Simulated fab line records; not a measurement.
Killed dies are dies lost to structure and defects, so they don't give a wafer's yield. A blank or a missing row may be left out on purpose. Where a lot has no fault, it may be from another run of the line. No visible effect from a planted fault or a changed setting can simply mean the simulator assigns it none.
Which tool is to blame? | flow nand harc | Sampling: 24 lots, 72 wafers, 6 of 1302 route steps

== WHAT THE GAUGES SHOWED, per wafer ==
NHARC_A_M0_THK_MEAS_24: measures by xrf.
lot  | measured     | on            | thk nm (nm)
L074 | day 23 00:13 | film metro-02 | 113.9 114.3 114.7
L075 | day 23 06:11 | film metro-01 | 112.6 112.3 114.4
L076 | day 23 07:16 | film metro-02 | 113.0 113.3 113.8
L077 | day 23 20:19 | film metro-01 | 116.8 114.1 116.4
L078 | day 24 06:39 | film metro-02 | 112.8 111.3 113.5
L079 | day 24 13:25 | film metro-01 | 115.7 112.9 111.4
L080 | day 25 06:16 | film metro-02 | 112.4 114.9 113.5
L081 | day 25 23:36 | film metro-01 | 110.9 112.4 112.4
L083 | day 26 12:12 | film metro-01 | 115.5 114.4 113.9
L082 | day 26 13:49 | film metro-02 | 109.8 114.2 114.4
L084 | day 27 13:59 | film metro-01 | 111.8 110.3 113.5
L085 | day 27 15:58 | film metro-02 | 114.5 115.0 113.0
L087 | day 28 04:08 | film metro-02 | 111.5 112.0 112.0
L088 | day 28 06:41 | film metro-02 | 113.5 113.3 115.1
L086 | day 28 07:18 | film metro-02 | 114.5 112.9 116.0
L089 | day 28 08:41 | film metro-02 | 113.6 110.5 112.9
L091 | day 29 09:01 | film metro-02 | 114.9 115.2 115.0
L090 | day 29 10:59 | film metro-01 | 114.5 111.7 113.4
L092 | day 30 05:48 | film metro-01 | 112.9 112.6 111.5
L093 | day 30 10:28 | film metro-01 | 110.7 113.5 112.0
L094 | day 30 14:55 | film metro-02 | 113.5 114.7 112.2
L095 | day 31 08:40 | film metro-02 | 112.9 115.0 116.9
L096 | day 31 09:21 | film metro-01 | 113.1 114.6 114.7
L097 | day 33 03:20 | film metro-02 | 116.8 116.0 116.5

NHARC_A_M1_INSPECT_27.
lot  | measured     | on                | raw defect count
L074 | day 23 04:26 | defect inspect-02 | 546 767 373
L075 | day 23 10:30 | defect inspect-01 | 729 802 602
L076 | day 23 11:35 | defect inspect-01 | 486 564 548
L077 | day 24 00:39 | defect inspect-01 | 516 598 853
L078 | day 24 11:02 | defect inspect-01 | 460 517 357
L079 | day 24 17:58 | defect inspect-01 | 559 802 471
L080 | day 25 10:34 | defect inspect-01 | 528 481 504
L081 | day 26 03:55 | defect inspect-01 | 485 500 427
L083 | day 26 16:53 | defect inspect-01 | 733 544 849
L082 | day 26 18:07 | defect inspect-02 | 620 556 587
L084 | day 27 18:49 | defect inspect-01 | 498 620 461
L085 | day 27 20:08 | defect inspect-01 | 525 565 619
L087 | day 28 08:29 | defect inspect-02 | 468 429 552
L088 | day 28 11:01 | defect inspect-01 | 527 580 464
L086 | day 28 11:35 | defect inspect-02 | 453 466 590
L089 | day 28 12:50 | defect inspect-01 | 367 387 442
L091 | day 29 13:52 | defect inspect-02 | 358 423 431
L090 | day 29 15:17 | defect inspect-02 | 973 766 658
L092 | day 30 10:09 | defect inspect-02 | 573 493 657
L093 | day 30 14:46 | defect inspect-02 | 516 438 510
L094 | day 30 19:14 | defect inspect-01 | 487 487 531
L095 | day 31 13:04 | defect inspect-02 | 444 356 397
L096 | day 31 13:47 | defect inspect-02 | 631 863 562
L097 | day 33 07:38 | defect inspect-02 | 475 467 479

== TOOL THAT RAN EACH LOT (tool first, then ch and the chambers of the sampled wafers, then the start) ==
lot  | NHARC_A_M0_PVD_20                       | NHARC_A_M0_PRE_CLEAN_31         | NHARC_A_M1_PRE_CLEAN_30                 | NHARC_A_M1_PVD_20
L074 | pvd sputter-02, day 23 00:13 or earlier | pecvd-02 ch 1,2, day 23 00:27   | pvd sputter-02, day 23 04:26 or earlier | pvd sputter-02, day 23 04:26 or earlier
L075 | pvd sputter-02, day 23 06:11 or earlier | pecvd-03 ch 0,1, day 23 06:25   | pvd sputter-02, day 23 10:30 or earlier | pvd sputter-02, day 23 10:30 or earlier
L076 | pvd sputter-01, day 23 07:16 or earlier | pecvd-04 ch 0,2, day 23 07:29   | pvd sputter-02, day 23 11:35 or earlier | pvd sputter-02, day 23 11:35 or earlier
L077 | pvd sputter-01, day 23 20:19 or earlier | pecvd-04 ch 0,1, day 23 20:32   | pvd sputter-02, day 24 00:39 or earlier | pvd sputter-02, day 24 00:39 or earlier
L078 | pvd sputter-02, day 24 06:39 or earlier | pecvd-04 ch 0,1, day 24 06:53   | pvd sputter-01, day 24 11:02 or earlier | pvd sputter-01, day 24 11:02 or earlier
L079 | pvd sputter-02, day 24 13:25 or earlier | pecvd-02 ch 0,1,2, day 24 13:51 | pvd sputter-03, day 24 17:58 or earlier | pvd sputter-03, day 24 17:58 or earlier
L080 | pvd sputter-03, day 25 06:16 or earlier | pecvd-03 ch 0,1,2, day 25 06:29 | pvd sputter-03, day 25 10:34 or earlier | pvd sputter-03, day 25 10:34 or earlier
L081 | pvd sputter-02, day 25 23:36 or earlier | pecvd-04 ch 0,1,2, day 25 23:52 | pvd sputter-01, day 26 03:55 or earlier | pvd sputter-01, day 26 03:55 or earlier
L083 | pvd sputter-02, day 26 12:12 or earlier | pecvd-04 ch 0,1,2, day 26 12:26 | pvd sputter-01, day 26 16:53 or earlier | pvd sputter-01, day 26 16:53 or earlier
L082 | pvd sputter-01, day 26 13:49 or earlier | pecvd-03 ch 0,1,2, day 26 14:04 | pvd sputter-03, day 26 18:07 or earlier | pvd sputter-03, day 26 18:07 or earlier
L084 | pvd sputter-01, day 27 13:59 or earlier | pecvd-02 ch 1,2, day 27 14:13   | pvd sputter-01, day 27 18:49 or earlier | pvd sputter-01, day 27 18:49 or earlier
L085 | pvd sputter-01, day 27 15:58 or earlier | pecvd-02 ch 0,1, day 27 16:11   | pvd sputter-03, day 27 20:08 or earlier | pvd sputter-03, day 27 20:08 or earlier
L087 | pvd sputter-02, day 28 04:08 or earlier | pecvd-04 ch 0,1,2, day 28 04:24 | pvd sputter-03, day 28 08:29 or earlier | pvd sputter-03, day 28 08:29 or earlier
L088 | pvd sputter-03, day 28 06:41 or earlier | pecvd-02 ch 0,1, day 28 06:56   | pvd sputter-01, day 28 11:01 or earlier | pvd sputter-01, day 28 11:01 or earlier
L086 | pvd sputter-02, day 28 07:18 or earlier | pecvd-02 ch 1,2, day 28 07:31   | pvd sputter-03, day 28 11:35 or earlier | pvd sputter-03, day 28 11:35 or earlier
L089 | pvd sputter-02, day 28 08:41 or earlier | pecvd-04 ch 1,2, day 28 08:55   | pvd sputter-02, day 28 12:50 or earlier | pvd sputter-02, day 28 12:50 or earlier
L091 | pvd sputter-03, day 29 09:01 or earlier | pecvd-04 ch 0,1,2, day 29 09:45 | pvd sputter-01, day 29 13:52 or earlier | pvd sputter-01, day 29 13:52 or earlier
L090 | pvd sputter-02, day 29 10:59 or earlier | pecvd-04 ch 1,2, day 29 11:12   | pvd sputter-01, day 29 15:17 or earlier | pvd sputter-01, day 29 15:17 or earlier
L092 | pvd sputter-03, day 30 05:48 or earlier | pecvd-04 ch 0,2, day 30 06:01   | pvd sputter-01, day 30 10:09 or earlier | pvd sputter-01, day 30 10:09 or earlier
L093 | pvd sputter-03, day 30 10:28 or earlier | pecvd-04 ch 0,1, day 30 10:42   | pvd sputter-02, day 30 14:46 or earlier | pvd sputter-02, day 30 14:46 or earlier
L094 | pvd sputter-01, day 30 14:55 or earlier | pecvd-02 ch 0,1,2, day 30 15:09 | pvd sputter-02, day 30 19:14 or earlier | pvd sputter-02, day 30 19:14 or earlier
L095 | pvd sputter-01, day 31 08:40 or earlier | pecvd-04 ch 0,1, day 31 08:55   | pvd sputter-01, day 31 13:04 or earlier | pvd sputter-01, day 31 13:04 or earlier
L096 | pvd sputter-01, day 31 09:21 or earlier | pecvd-04 ch 1,2, day 31 09:39   | pvd sputter-02, day 31 13:47 or earlier | pvd sputter-02, day 31 13:47 or earlier
L097 | pvd sputter-02, day 33 03:20 or earlier | pecvd-03 ch 0,1, day 33 03:34   | pvd sputter-02, day 33 07:38 or earlier | pvd sputter-02, day 33 07:38 or earlier
- NHARC_A_M0_PVD_20: deposits TaN, target thk 5 nm, time 8.06 s.
- NHARC_A_M0_PRE_CLEAN_31: time 12 s.
- NHARC_A_M1_PRE_CLEAN_30: time 30 s.
- NHARC_A_M1_PVD_20: deposits TaN, target thk 5 nm, time 8.06 s.

== WHAT THE TOOLS THEMSELVES READ (means of the sampled wafers that have a number; where no wafer has one, the mark that the record gives instead) ==
NHARC_A_M0_PVD_20.
lot  | tool           | throttle valve pct (%)
L074 | pvd sputter-02 | 29.6
L075 | pvd sputter-02 | 29.8
L076 | pvd sputter-01 | 29.3
L077 | pvd sputter-01 | 29.4
L078 | pvd sputter-02 | 29.4
L079 | pvd sputter-02 | 30.2
L080 | pvd sputter-03 | 29.7
L081 | pvd sputter-02 | 30.2
L083 | pvd sputter-02 | 29.6
L082 | pvd sputter-01 | 30.2
L084 | pvd sputter-01 | 30.0
L085 | pvd sputter-01 | 30.2
L087 | pvd sputter-02 | 29.7
L088 | pvd sputter-03 | 29.8
L086 | pvd sputter-02 | 29.7
L089 | pvd sputter-02 | 30.0
L091 | pvd sputter-03 | 29.7
L090 | pvd sputter-02 | 29.8
L092 | pvd sputter-03 | 30.2
L093 | pvd sputter-03 | 29.5
L094 | pvd sputter-01 | 29.8
L095 | pvd sputter-01 | 29.3
L096 | pvd sputter-01 | 30.2
L097 | pvd sputter-02 | 30.4

NHARC_A_M0_PRE_CLEAN_31.
lot  | tool     | heater power w (W)
L074 | pecvd-02 | 587
L075 | pecvd-03 | 666
L076 | pecvd-04 | 596
L077 | pecvd-04 | 561
L078 | pecvd-04 | 606
L079 | pecvd-02 | 636
L080 | pecvd-03 | 650
L081 | pecvd-04 | 617
L083 | pecvd-04 | 576
L082 | pecvd-03 | 622
L084 | pecvd-02 | 590
L085 | pecvd-02 | 606
L087 | pecvd-04 | 597
L088 | pecvd-02 | 638
L086 | pecvd-02 | 603
L089 | pecvd-04 | 636
L091 | pecvd-04 | 596
L090 | pecvd-04 | 562
L092 | pecvd-04 | 557
L093 | pecvd-04 | 575
L094 | pecvd-02 | 646
L095 | pecvd-04 | 570
L096 | pecvd-04 | 605
L097 | pecvd-03 | 622

NHARC_A_M1_PRE_CLEAN_30.
lot  | tool           | heater power w (W)
L074 | pvd sputter-02 | 397
L075 | pvd sputter-02 | 388
L076 | pvd sputter-02 | 398
L077 | pvd sputter-02 | 399
L078 | pvd sputter-01 | 416
L079 | pvd sputter-03 | 411
L080 | pvd sputter-03 | 424
L081 | pvd sputter-01 | 417
L083 | pvd sputter-01 | 387
L082 | pvd sputter-03 | 417
L084 | pvd sputter-01 | 409
L085 | pvd sputter-03 | 426
L087 | pvd sputter-03 | 420
L088 | pvd sputter-01 | 422
L086 | pvd sputter-03 | 415
L089 | pvd sputter-02 | 392
L091 | pvd sputter-01 | 400
L090 | pvd sputter-01 | 410
L092 | pvd sputter-01 | 407
L093 | pvd sputter-02 | 401
L094 | pvd sputter-02 | 392
L095 | pvd sputter-01 | 408
L096 | pvd sputter-02 | 393
L097 | pvd sputter-02 | 389

NHARC_A_M1_PVD_20.
lot  | tool           | throttle valve pct (%)
L074 | pvd sputter-02 | 29.6
L075 | pvd sputter-02 | 30.1
L076 | pvd sputter-02 | 29.6
L077 | pvd sputter-02 | 29.6
L078 | pvd sputter-01 | 30.4
L079 | pvd sputter-03 | 30.1
L080 | pvd sputter-03 | 30.1
L081 | pvd sputter-01 | 29.1
L083 | pvd sputter-01 | 29.7
L082 | pvd sputter-03 | 29.2
L084 | pvd sputter-01 | 29.8
L085 | pvd sputter-03 | 29.6
L087 | pvd sputter-03 | 29.7
L088 | pvd sputter-01 | 29.7
L086 | pvd sputter-03 | 29.7
L089 | pvd sputter-02 | 29.7
L091 | pvd sputter-01 | 29.8
L090 | pvd sputter-01 | 29.7
L092 | pvd sputter-01 | 29.1
L093 | pvd sputter-02 | 30.3
L094 | pvd sputter-02 | 30.0
L095 | pvd sputter-01 | 29.4
L096 | pvd sputter-02 | 30.4
L097 | pvd sputter-02 | 29.6

== THE ANSWER, worked out from the rows above alone ==
Rule: the usual values come from the lots themselves. The widest of any qualifying gaps counts: lots, ordered by their means at a reading, are off when they make up no more than a third of the lots, leave a main group of 4 or more, and stand apart from it by 3 or more times the standard deviation of that group's means. A main group is skipped when, at the precision printed for the reading in the tables above, its means are all equal. A lot without any number at a reading at which 4 lots or more have one is off too. Any other lot the step has rows for is counted as sound. After the gauges, taken in route order, come the tools' own readings; for these a lot's mean is taken, as printed above. The first step at which some lot is off is used, and at that step the reading that is off furthest; a lot without a number counts as furthest.
No lot is off at any reading shown: from this, nothing can be told.

== WHAT HAD BEEN PUT IN BY THE SIMULATOR ==
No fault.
